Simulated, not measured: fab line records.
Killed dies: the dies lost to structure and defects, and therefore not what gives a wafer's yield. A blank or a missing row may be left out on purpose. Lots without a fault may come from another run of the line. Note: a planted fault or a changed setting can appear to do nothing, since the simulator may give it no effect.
Matching of chambers | flow n5-finfet | N5_BEOL_M9_DESCUM_16 on rie-diel-01 has 4 sister chambers
The step chemistry O2, time 7.9 s. 4 wafers are shown with their chamber, then 7 later ones without.

== WAFERS WITH THEIR CHAMBER ==
wafer  | chamber | showerhead-plenum-p-Torr (Torr)
L661.2 | 0       | 2.07
L666.4 | 3       | 2.08
L668.1 | 2       | 2.19
L668.2 | 1       | 2.11

== WAFERS MISSING THEIR CHAMBER ==
wafer  | showerhead-plenum-p-Torr (Torr)
L668.3 | 2.08
L667.1 | 2.11
L667.2 | 2.18
L667.3 | 2.08
L677.2 | 2.07
L677.4 | 2.06
L677.5 | 2.10

== THE CHAMBER EACH PASSED THROUGH ==
wafer  | from the rows above     | in truth
L668.3 | can't be placed: 3 or 0 | 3
L667.1 | 1                       | 1
L667.2 | 2                       | 2
L667.3 | can't be placed: 3 or 0 | 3
L677.2 | can't be placed: 0 or 3 | 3
L677.4 | can't be placed: 0 or 3 | 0
L677.5 | can't be placed: 1 or 3 | 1
Correct placement for 2 of the 7. Not placeable from these rows: 5 (in 5, the candidates include the true chamber). Wrongly placed: 0.
How it was worked out, from the rows above alone: a wafer's distance from a chamber is the root of the sum, over the readings, of the square of ((its reading less the chamber's mean) divided by the reading's scatter). The wafer belongs to the nearest chamber; if the next one is less than 2 further off, it can't be placed. A chamber's mean is the mean of its shown wafers. The scatter: with one shown wafer a chamber, the root of the mean of the squares of how far each hidden wafer lies from its nearest shown one.
